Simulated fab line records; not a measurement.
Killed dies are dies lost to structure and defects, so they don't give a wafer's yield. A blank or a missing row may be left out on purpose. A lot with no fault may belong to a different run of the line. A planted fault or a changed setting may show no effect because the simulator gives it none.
Which of the tools did it?    flow nand_harc    35 wafers from 12 lots sampled at 5 of the route's 1159 steps

WHAT THE GAUGES READ, wafer by wafer
NHARC_A_M1_INSPECT_27.
lot   measured      on                 raw_defect_count
L196  day 18 11:27  defect_inspect-01  488 545 386
L197  day 18 14:43  defect_inspect-02  473 346 401
L200  day 18 16:53  defect_inspect-02  451 593 404
L199  day 19 01:13  defect_inspect-01  548 346 345
L201  day 19 04:04  defect_inspect-02  297 325 494
L202  day 19 06:26  defect_inspect-01  614 563 566
L203  day 19 16:55  defect_inspect-02  439 524 437
L205  day 20 04:49  defect_inspect-02  434 761 326
L208  day 20 19:32  defect_inspect-01  332 417 608
L207  day 21 02:26  defect_inspect-02  395 532 442
L211  day 21 08:52  defect_inspect-01  359 394 351
L210  day 22 06:16  defect_inspect-01  600 400

NHARC_A_BONDPAD_CD_MEAS_13.
lot   measured      on         cd_nm (nm)
L196  day 18 14:13  cd_sem-02  498.9 495.3 497.0
L197  day 18 17:32  cd_sem-03  502.4 501.5 498.6
L200  day 18 19:21  cd_sem-01  502.4 500.4 499.7
L199  day 19 03:41  cd_sem-01  495.0 495.0 494.2
L201  day 19 06:23  cd_sem-01  494.9 499.4 494.4
L202  day 19 09:16  cd_sem-01  499.7 502.5 499.7
L203  day 19 19:14  cd_sem-03  502.9 501.5 501.8
L205  day 20 07:25  cd_sem-03  495.8 497.8 498.3
L208  day 20 21:59  cd_sem-03  497.3 501.4 501.0
L207  day 21 04:53  cd_sem-03  499.4 500.2 499.7
L211  day 21 11:21  cd_sem-01  499.5 497.6 493.2
L210  day 22 08:36  cd_sem-01  497.5 499.0

NHARC_END_SORT_01.
lot   measured      on         defect_limited_yield (%)  killed_at_array  killed_at_other  killed_at_periphery  killed_dies  killed_open  killed_short  sort_bin_2_pct (%)  sort_bin_3_pct (%)  sort_bin_4_pct (%)  sort_n_pass  sort_rim_yield_pct (%)  sort_yield_pct (%)
L208  day 22 03:22  prober-01  96.0 96.2 95.9            27 25 26         0 0 0            0 1 2                27 26 28     3 3 2        1 2 4         0.6 1.5 1.0         0.30 0.15 0.30      3.1 2.2 2.8         650 651 649  100.0 98.1 97.2         96.0 96.2 95.9
L207  day 22 13:04  prober-02  2.1 97.0 1.6              658 18 662       0 0 0            5 2 4                663 20 666   2 2 10       3 0 1         96.5 0.3 95.7       0 0.44 0            1.5 2.2 2.7         14 657 11    9.4 96.2 5.7            2.1 97.0 1.6
L211  day 22 20:50  prober-02  4.9 95.7 2.2              641 25 658       0 1 0            3 3 4                644 29 662   2 2 2        3 4 2         92.0 1.3 95.4       0.30 0.30 0.15      2.8 2.7 2.2         33 648 15    0 98.1 0                4.9 95.7 2.2
L210  day 23 18:03  prober-01  3.8 94.8                  649 34           0 1              2 0                  651 35       1 7          0 2           93.2 1.9            0.15 0              2.8 3.2             26 642       17.9 93.4               3.8 94.8

TOOL THAT RAN EACH LOT (tool first, then ch and the chambers of the sampled wafers, then the start)
lot   NHARC_A_M1_ANNEAL_31              NHARC_A_BONDPAD_ETCH_12
L196  rtp_anneal-01 ch 0, day 18 10:41  rie_diel-01 ch 0,1,2, day 18 14:04
L197  rtp_anneal-01 ch 0, day 18 13:54  rie_diel-01 ch 0,3, day 18 17:23
L200  rtp_anneal-01 ch 0, day 18 16:05  rie_diel-01 ch 0,2, day 18 19:13
L199  rtp_anneal-02 ch 0, day 19 00:23  rie_diel-01 ch 0,2, day 19 03:33
L201  rtp_anneal-02 ch 0, day 19 03:24  rie_diel-01 ch 0,3, day 19 06:14
L202  rtp_anneal-01 ch 0, day 19 05:47  rie_diel-01 ch 2,3, day 19 09:07
L203  rtp_anneal-01 ch 0, day 19 16:05  rie_diel-01 ch 1,3, day 19 19:07
L205  rtp_anneal-01 ch 0, day 20 03:59  rie_diel-13 ch 0,1,2, day 20 07:16
L208  rtp_anneal-01 ch 0, day 20 18:49  rie_diel-01 ch 0,1,3, day 20 21:52
L207  rtp_anneal-02 ch 0, day 21 01:37  rie_diel-01 ch 0,2,3, day 21 04:44
L211  rtp_anneal-02 ch 0, day 21 08:03  rie_diel-01 ch 0,2, day 21 11:13
L210  rtp_anneal-01 ch 0, day 22 05:25  rie_diel-01 ch 0,2, day 22 08:29
- NHARC_A_M1_ANNEAL_31: time 90 s.
- NHARC_A_BONDPAD_ETCH_12: etches the open film in CHF3/O2, target depth 220 nm, time 110 s.

WHAT THE TOOLS THEMSELVES READ (means of the sampled wafers that have a number; where no wafer has one, the mark that the record gives instead)
NHARC_A_M1_ANNEAL_31.
lot   tool           wafer_temp_C_max
L196  rtp_anneal-01  226.11
L197  rtp_anneal-01  226.57
L200  rtp_anneal-01  226.83
L199  rtp_anneal-02  226.49
L201  rtp_anneal-02  226.23
L202  rtp_anneal-01  226.51
L203  rtp_anneal-01  226.35
L205  rtp_anneal-01  226.48
L208  rtp_anneal-01  226.06
L207  rtp_anneal-02  226.24
L211  rtp_anneal-02  226.15
L210  rtp_anneal-01  226.41

NHARC_A_BONDPAD_ETCH_12.
lot   tool         drypump_motor_current_A (A)  oes_product_au (a.u.)  rf_vpp_V (V)  run_length_s (s)  showerhead_plenum_p_Torr (Torr)  throttle_valve_pct (%)
L196  rie_diel-01  5.9                          0.919                  367.4         131.8             2.26                             20.570
L197  rie_diel-01  5.4                          0.956                  369.8         131.8             2.36                             20.561
L200  rie_diel-01  5.8                          0.969                  367.3         131.8             2.25                             20.578
L199  rie_diel-01  5.8                          0.934                  367.4         132.1             2.25                             20.578
L201  rie_diel-01  5.5                          0.929                  372.0         131.5             2.44                             20.575
L202  rie_diel-01  5.8                          0.971                  371.6         131.2             2.43                             20.572
L203  rie_diel-01  5.8                          0.958                  370.8         131.1             2.44                             20.567
L205  rie_diel-13  6.0                          0.929                  370.1         131.2             2.41                             20.572
L208  rie_diel-01  5.7                          0.964                  369.3         131.4             2.35                             20.565
L207  rie_diel-01  5.7                          0.924                  369.6         123.0             2.35                             20.573
L211  rie_diel-01  5.6                          0.967                  367.3         123.4             2.25                             20.570
L210  rie_diel-01  5.7                          0.965                  367.7         125.6             2.25                             20.577

THE ANSWER, worked out from the rows above alone
Rule: what is usual is taken from the lots themselves. The widest of any qualifying gaps counts: lots, ordered by their means at a reading, are off when they make up no more than a third of the lots, leave a main group of 4 or more, and stand apart from it by 3 or more times the standard deviation of that group's means. The tables above print the reading to a certain number of digits; a main group whose means all agree to those digits is not used. A lot without any number at a reading at which 4 lots or more have one is off too. Any other lot the step has rows for is counted as sound. The gauges are gone through in route order, then the tools' own readings, and for those a lot's mean is taken as printed above. At the first step where some lot is off, the reading lying furthest off is the one used; lots without a number count as furthest.
Off: L207, L211, L210 (NHARC_A_BONDPAD_ETCH_12, run_length_s). The main group has a mean of 131.5 s with a standard deviation of 0.33.
If a tool, at that step or one of the process steps before it, ran each lot that is off and ran no sound lot following the first of them, it fits. One fits: rie_diel-01 at NHARC_A_BONDPAD_ETCH_12. Its last sound lot is L208 (day 20 21:52), its first lot that is off L207 (day 21 04:44): a fault that began between those two fits.
The tool's own readings at NHARC_A_BONDPAD_ETCH_12 bear it out: on the lots that are off they differ by more than 5 times the standard deviation of the sound lots' means. run_length_s reads 124.0 s there against 131.5 s on the sound lots.

WHAT THE SIMULATOR HAD INSERTED
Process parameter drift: rie_diel-01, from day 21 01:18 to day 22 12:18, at NHARC_A_BONDPAD_ETCH_12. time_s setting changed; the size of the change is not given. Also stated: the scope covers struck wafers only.
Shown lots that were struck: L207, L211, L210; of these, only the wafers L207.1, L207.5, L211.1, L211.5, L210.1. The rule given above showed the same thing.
